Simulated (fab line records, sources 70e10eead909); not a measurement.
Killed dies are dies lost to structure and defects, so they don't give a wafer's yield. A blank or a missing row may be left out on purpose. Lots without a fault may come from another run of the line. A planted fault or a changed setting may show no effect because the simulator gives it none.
fab line records | flow nand_harc
record lots=6 wafers=16 last_day=24
route steps=1159 shown P_CONTACT@225
lots that met no fault: from a run of the same line without faults
start_h: hours from the record's first day to the start of the lot's first wafer shown | wait_h: hours since the lot's step before | " the same as in the row above | L1.1+2: a row that stands for several wafers | - no value, or no start given | * or withheld: withheld | < > ~ a bound
route shown NAME@n: a module of which the file shows steps, and the number in the route of the first | usual: mean/standard deviation of fault-free wafers | same: alike in all rows | chamber/n: place in a boat | sites: the reading at each site | _std_site: their standard deviation | _edge_site: outer sites' mean less inner sites' | radius_mm: how far each site lies from the wafer's centre | mask NAME#n: copy n | behind: the tool/chamber that last shaped the wafer | hold: why the lot was held/for how many hours/how that ended | device: the transistor (n, p or np) that didn't switch | end of line: the same wafers' tests at the end of the route | a step without rows: its recipe alone | killed: dies lost to structure and defects at the first sort, not the wafer's yield | map: a wafer's dies, x killed, . not, _ none there
set.NAME: the setting as run; set.NAME@STEP: as run at that earlier step | model.NAME: the simulator's own value behind a step, which no gauge read
lots at some steps of the route; a table a step, a row a wafer
services: from which hour (start_h, from the record's first day; less than 0 if before it) a tool's chamber was out of use, for how many hours, and why
## steps
# step NHARC_P_CONTACT_COAT_34
# recipe temp_c=225 time_s=65
# step NHARC_P_CONTACT_COAT_06
# recipe spin_rpm=1500 resist_thk_nm=90
# step NHARC_P_CONTACT_SOFTBAKE_07
# recipe temp_c=105 time_s=55
# step NHARC_P_CONTACT_EBR_08
# step NHARC_P_CONTACT_EXPOSE_09
# recipe na=1.35 target_cd_nm=90 dose_mj=81.26 mask_id=P_CA
# step NHARC_P_CONTACT_PEB_10
# recipe peb_temp_c=100 peb_time_s=65
# step NHARC_P_CONTACT_DEVELOP_11
# recipe develop_time_s=35 dev_temp_c=23
# step NHARC_P_CONTACT_CD_MEAS_12
# recipe target_cd_nm=90 landing_energy_ev=500
# usual cd_nm=90.1/0.59
# columns lot.wafer tool chamber start_h wait_h cd_nm
L181.2 cd_sem-01 0 109.74 - 89.4
L181.3 " 0 " " 90.3
L181.5 " 0 " " 90.8
L184.1 cd_sem-03 0 130.23 - 89.8
L184.3 " 0 " " 89.8
L184.5 " 0 " " 90.5
L185.1 cd_sem-01 0 140.72 - 90.0
L185.2 " 0 " " 89.0
L185.6 " 0 " " 89.2
L192.1 cd_sem-02 0 187.80 - 90.2
L192.3 " 0 " " 89.7
L192.4 " 0 " " 90.8
L202.1 cd_sem-02 0 239.53 - 90.5
L202.2 " 0 " " 90.4
L203.1 cd_sem-03 0 248.75 - 91.6
L203.4 " 0 " " 90.2
# step NHARC_P_CONTACT_OVL_MEAS_13
# usual overlay_x_nm=-0.1/0.94 overlay_y_nm=0.2/0.86
# columns lot.wafer tool chamber start_h wait_h overlay_x_nm overlay_y_nm
L181.2 overlay-01 - 109.84 - -1.1 -0.1
L181.3 " - " " -1.1 -0.5
L181.5 " - " " -1.0 -0.3
L184.1 overlay-02 - 130.32 - 1.0 0.0
L184.3 " - " " 0.4 0.4
L184.5 " - " " 0.7 0.8
L185.1 overlay-01 - 140.81 - 2.2 2.6
L185.2 " - " " 1.4 2.6
L185.6 " - " " 2.1 2.3
L192.1 overlay-02 - 187.89 - 0.9 0.6
L192.3 " - " " 0.3 0.7
L192.4 " - " " 0.4 0.1
L202.1 overlay-01 - 239.62 - -0.3 -1.0
L202.2 " - " " 0.0 -0.9
L203.1 overlay-02 - 248.84 - -0.3 0.9
L203.4 " - " " -0.3 1.3
# step NHARC_P_CONTACT_INSPECT_14
# usual raw_defect_count=3.6/2.1
# columns lot.wafer tool chamber start_h wait_h raw_defect_count
L181.2 defect_inspect-01 - 109.88 0.0 3
L181.3 " - " " 2
L181.5 " - " " 3
L184.1 defect_inspect-01 - 130.35 0.0 5
L184.3 " - " " 2
L184.5 " - " " 6
L185.1 defect_inspect-02 - 140.85 0.0 4
L185.2 " - " " 4
L185.6 " - " " 7
L192.1 defect_inspect-01 - 187.92 0.0 8
L192.3 " - " " 9
L192.4 " - " " 6
L202.1 defect_inspect-01 - 239.65 0.0 5
L202.2 " - " " 4
L203.1 defect_inspect-02 - 248.88 0.0 5
L203.4 " - " " 3
# step NHARC_P_CONTACT_DESCUM_17
# recipe time_s=3 o2_flow_sccm=200 ar_flow_sccm=0 bias_power_w=0 chemistry=O2
# usual drypump_motor_current_A=5.8/0.58 mfc_ar_sccm=0.010/0.014 oes_product_au=1.003/0.0087 rf_vpp_V=57.8/0.89 showerhead_plenum_p_Torr=1.89/0.089 throttle_valve_pct=11.311/0.009
# columns lot.wafer tool chamber start_h wait_h drypump_motor_current_A mfc_ar_sccm oes_product_au rf_hours_counter_h rf_vpp_V showerhead_plenum_p_Torr throttle_valve_pct
L181.2 rie_diel-12 2 109.95 0.1 4.8 0 1.001 9 56.9 2.01 11.306
L181.3 " 3 " " 5.4 0 1.016 8 57.0 1.80 11.309
L181.5 " 1 " " 6.4 0.029 1.017 - 58.8 1.87 11.310
L184.3 rie_diel-02 1 130.42 0.1 5.9 0.035 0.995 13 58.8 2.00 11.315
L184.1 " 3 " " 5.7 0.001 0.991 13 58.4 2.01 11.321
L184.5 " 1 " " 5.9 0.035 1.001 - 58.0 2.00 11.312
L185.1 rie_diel-02 0 140.91 0.1 5.7 0 0.994 15 57.5 1.79 11.306
L185.2 " 3 " " 5.8 0.001 0.999 14 59.0 2.01 11.325
L185.6 " 1 " " 5.9 0.035 1.000 - 58.7 2.00 11.307
L192.3 rie_diel-12 2 187.98 0.1 4.8 0 0.988 19 58.4 2.00 11.306
L192.4 " 0 " " 6.7 0.008 1.006 17 56.3 1.81 11.306
L192.1 " 1 " " 6.4 0.029 1.010 15 58.3 1.86 11.321
L202.2 rie_diel-12 1 239.71 0.1 6.4 0.029 1.012 3 58.2 1.86 11.318
L202.1 " 0 " " 6.7 0.008 0.983 3 57.9 1.81 11.312
L203.4 rie_diel-12 3 248.95 0.1 5.4 0 0.997 4 57.3 1.79 11.298
L203.1 " 0 " " 6.7 0.008 0.997 5 57.2 1.81 11.316
# step NHARC_P_CONTACT_ETCH_35
# recipe target_depth_a=390 over_etch_frac=0.3 time_s=65 ion_energy_ev=80 cf4_flow_sccm=150 ar_flow_sccm=0 rf_w=300 bias_w=100 chemistry=CF4
# usual cf4_flow_sccm=149.9/0.42 drypump_motor_current_A=5.8/0.59 mfc_ar_sccm=0.009/0.013 oes_product_au=1.005/0.01 rf_vpp_V=151.1/1.4 showerhead_plenum_p_Torr=1.76/0.076 throttle_valve_pct=13.284/0.0088
# columns lot.wafer tool chamber start_h wait_h cf4_flow_sccm drypump_motor_current_A mfc_ar_sccm oes_product_au rf_hours_counter_h rf_vpp_V showerhead_plenum_p_Torr throttle_valve_pct
L181.3 rie_diel-12 1 110.02 0.1 150.0 6.4 0.029 1.010 5 151.2 1.73 13.293
L181.2 " 0 " " 150.1 6.7 0.008 0.998 7 149.5 1.68 13.295
L181.5 " 2 " " 150.1 4.8 0 1.004 - 154.2 1.85 13.293
L184.1 rie_diel-02 0 130.51 0.1 150.0 5.6 0 0.999 13 152.0 1.66 13.279
L184.3 " 1 " " 150.2 5.9 0.035 0.998 13 152.8 1.84 13.270
L184.5 " 0 " " 150.1 5.6 0 1.004 - 149.7 1.66 13.277
L185.1 rie_diel-02 0 141.01 0.1 149.3 5.7 0 1.001 15 150.2 1.66 13.298
L185.2 " 1 " " 149.7 5.8 0.035 0.990 15 152.7 1.84 13.289
L185.6 " 3 " " 149.4 5.7 0.001 0.989 - 153.6 1.85 13.283
L192.1 rie_diel-12 3 188.07 0.1 150.5 5.4 0 1.011 18 150.4 1.67 13.294
L192.3 " 1 " " 149.6 6.4 0.029 1.023 15 150.1 1.73 13.282
L192.4 " 2 " " 149.5 4.8 0 0.994 19 153.7 1.85 13.280
L202.1 rie_diel-12 0 239.80 0.1 150.4 6.7 0.008 1.008 3 149.3 1.68 13.261
L202.2 " 1 " " 149.6 6.4 0.029 1.008 3 149.8 1.73 13.276
L203.4 rie_diel-12 2 249.03 0.1 150.1 4.8 0 1.005 4 152.0 1.84 13.268
L203.1 " 3 " " 149.7 5.4 0 1.013 4 149.5 1.67 13.275
# step NHARC_P_CONTACT_ETCH_36
# recipe target_depth_a=2600 over_etch_frac=0.25 time_s=406.25 ion_energy_ev=200 n2_flow_sccm=150 h2_flow_sccm=150 ar_flow_sccm=0 rf_w=400 bias_w=150 chemistry=N2/H2
# usual drypump_motor_current_A=5.8/0.57 mfc_ar_sccm=0.009/0.013 oes_product_au=1.004/0.011 rf_vpp_V=429.9/2.8 showerhead_plenum_p_Torr=2.02/0.098 throttle_valve_pct=14.171/0.0084
# columns lot.wafer tool chamber start_h wait_h drypump_motor_current_A mfc_ar_sccm oes_product_au rf_hours_counter_h rf_vpp_V showerhead_plenum_p_Torr throttle_valve_pct
L181.3 rie_diel-12 3 110.17 - 5.4 0 1.014 8 427.3 1.91 14.163
L181.2 " 0 " " 6.7 0.008 1.010 7 426.7 1.93 14.178
L181.5 " 1 " " 6.4 0.029 1.010 - 428.5 1.99 14.171
L184.1 rie_diel-02 1 130.62 - 5.8 0.035 0.993 13 434.0 2.13 14.168
L184.3 " 2 " " 5.8 0 0.991 13 430.2 2.06 14.175
L184.5 " 0 " " 5.7 0 1.013 - 426.6 1.91 14.176
L185.2 rie_diel-02 3 141.15 - 5.7 0.001 0.997 15 435.2 2.14 14.161
L185.1 " 0 " " 5.7 0 0.999 15 426.5 1.91 14.176
L185.6 " 2 " " 5.8 0 0.991 - 431.0 2.06 14.180
L192.3 rie_diel-12 1 188.16 - 6.4 0.029 1.020 15 427.6 1.99 14.163
L192.1 " 2 " " 4.8 0 1.009 19 433.6 2.14 14.189
L192.4 " 3 " " 5.4 0 1.009 18 428.0 1.91 14.162
L202.2 rie_diel-12 2 239.89 - 4.8 0 0.887 3 432.4 2.14 14.172
L202.1 " 0 " " 6.7 0.008 1.018 3 426.9 1.92 14.184
L203.4 rie_diel-12 3 249.15 - 5.4 0 0.890 4 426.4 1.91 14.161
L203.1 " 0 " " 6.7 0.008 0.999 5 427.2 1.92 14.166
# step NHARC_P_CONTACT_ETCH_18
# recipe target_depth_a=4810 time_s=240.5 c4f8_flow_sccm=20 o2_flow_sccm=10 ar_flow_sccm=withheld rf_w=600 bias_w=1500 chemistry=C4F8/O2/Ar
# usual oes_product_au=0.964/0.018 rf_vpp_V=977/6.1
# columns lot.wafer tool chamber start_h wait_h oes_product_au rf_hours_counter_h rf_vpp_V
L181.3 rie_diel-12 1 - - 0.941 6 975
L181.2 " 2 " " 0.938 9 984
L181.5 " 0 " " 0.931 - 972
L184.3 rie_diel-02 1 - - 0.927 13 985
L184.1 " 3 " " 0.924 13 985
L184.5 " 1 " " 0.929 - 984
L185.1 rie_diel-02 3 - - 0.971 15 986
L185.2 " 1 " " 0.968 15 983
L185.6 " 3 " " 0.965 - 985
L192.1 rie_diel-12 3 - - 0.956 19 970
L192.4 " 0 " " 0.983 17 972
L192.3 " 2 " " 0.961 19 984
L202.1 rie_diel-12 3 - - 0.983 3 969
L202.2 " 1 " " 0.975 3 975
L203.1 rie_diel-12 2 - - 0.967 4 984
L203.4 " 3 " " 0.976 4 970
## services
# columns tool chamber start_h hours kind
rie_diel-12 0 107.90 - clean
rie_diel-12 1 107.90 - clean
rie_diel-12 2 107.90 - clean
rie_diel-12 3 107.90 - clean
rie_diel-12 0 132.61 - clean
rie_diel-12 1 132.61 - clean
rie_diel-12 2 132.61 - clean
rie_diel-12 3 132.61 - clean
rie_diel-12 2 148.79 1.5 repair
rie_diel-02 - 150.70 9.0 pm
rie_diel-12 0 157.18 - clean
rie_diel-12 1 157.18 - clean
rie_diel-12 2 157.18 - clean
rie_diel-12 3 157.18 - clean
rie_diel-12 0 181.68 - clean
rie_diel-12 1 181.68 - clean
rie_diel-12 2 181.68 - clean
rie_diel-12 3 181.68 - clean
rie_diel-12 3 184.69 3.1 repair
rie_diel-12 - 202.40 9.0 pm
rie_diel-12 0 202.40 9.0 vent_cycle
rie_diel-02 - 215.47 0.5 repair
rie_diel-02 2 245.83 1.2 repair
rie_diel-02 1 248.31 1.5 repair
## key
first_sign step=NHARC_P_CONTACT_ETCH_36 reading=oes_product_au direction=down sigmas=11 usual=1.004 struck=0.889
effect none on later readings
met_at NHARC_P_CONTACT_ETCH_36
struck_wafers L202.2,L203.4
sort_left_out L202.2,L203.4
tester_left_out L202,L203
onset_between 188.16 239.89
fault kind=process_parameter_drift tool=rie_diel-12 chamber=- onset_h=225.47 steps=NHARC_P_CONTACT_ETCH_36 channel=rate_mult offset=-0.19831 shape=step end_h=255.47 scope=struck_wafers_only
# tester_left_out: of these lots the tester's yield and bins aren't shown, on N5 and GAA mostly nor the transistor test; their killed dies are dies lost to structure and defects alone, not to doping, threshold or leakage, so they don't give the yield
# sort_left_out: the simulated sort isn't trusted on such a fault, so these wafers' sort isn't shown, and their yield isn't known
